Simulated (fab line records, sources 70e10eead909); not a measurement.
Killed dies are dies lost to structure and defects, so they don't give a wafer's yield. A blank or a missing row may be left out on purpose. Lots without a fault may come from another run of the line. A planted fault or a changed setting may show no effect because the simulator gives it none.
Chamber matching | flow nand_harc | NHARC_A_CONTACT_ETCH_48 on rie_diel-04: 4 sister chambers
The step etches the open film in CF4, target depth 39 nm, time 65 s. 14 wafers are shown with their chamber, then 7 later ones without.

WAFERS WITH THEIR CHAMBER
wafer  | chamber | showerhead_plenum_p_Torr (Torr) | drypump_motor_current_A (A) | rf_vpp_V (V)
L074.1 | 1       | 1.77                            | 5.6                         | 150.5
L074.2 | 0       | 1.84                            | 5.7                         | 152.6
L074.4 | 2       | 1.69                            | 6.6                         | 150.5
L078.1 | 3       | 1.85                            | 5.3                         | 153.9
L078.2 | 1       | 1.77                            | 5.7                         | 150.3
L078.3 | 0       | 1.84                            | 5.7                         | 150.3
L078.4 | 2       | 1.69                            | 6.6                         | 150.8
L078.5 | 2       | 1.69                            | 6.5                         | 150.2
L078.6 | 3       | 1.85                            | 5.3                         | 151.6
L083.3 | 1       | 1.77                            | 5.6                         | 150.5
L083.4 | 0       | 1.83                            | 5.7                         | 151.6
L083.6 | 0       | 1.83                            | 5.7                         | 152.6
L080.1 | 1       | 1.77                            | 5.7                         | 153.2
L080.3 | 2       | 1.69                            | 6.5                         | 150.2

SIGNATURES (means of the wafers above)
reading                  | chamber 0 | chamber 1 | chamber 2 | chamber 3 | scatter within a chamber
showerhead_plenum_p_Torr | 1.8350    | 1.7700    | 1.6900    | 1.8500    | 0.00316
drypump_motor_current_A  | 5.700     | 5.650     | 6.550     | 5.300     | 0.0447
rf_vpp_V                 | 151.775   | 151.125   | 150.425   | 152.750   | 1.11
Rule: a wafer's distance from a chamber is the root of the sum, over the readings, of the square of ((its reading less the chamber's mean) divided by the reading's scatter). The wafer belongs to the nearest chamber; if the next one is less than 2 further off, it can't be placed. The scatter: the root of (the sum of the squares of (reading less its chamber's mean) over the shown wafers, divided by (wafers less chambers)).

WAFERS WITHOUT THEIR CHAMBER
wafer  | showerhead_plenum_p_Torr (Torr) | drypump_motor_current_A (A) | rf_vpp_V (V)
L080.6 | 1.83                            | 5.7                         | 151.4
L091.4 | 1.83                            | 5.7                         | 151.9
L091.5 | 1.83                            | 5.7                         | 151.2
L091.6 | 1.76                            | 5.6                         | 151.4
L094.1 | 1.83                            | 5.7                         | 152.5
L094.3 | 1.76                            | 5.6                         | 151.7
L094.5 | 1.68                            | 6.6                         | 150.8

WHICH CHAMBER EACH WENT THROUGH
wafer  | from the rows above | in truth
L080.6 | 0                   | 0
L091.4 | 0                   | 0
L091.5 | 0                   | 0
L091.6 | 1                   | 1
L094.1 | 0                   | 0
L094.3 | 1                   | 1
L094.5 | 2                   | 2
Placed correctly: 7 of 7. Can't be placed from these rows: 0. Placed wrongly: 0.
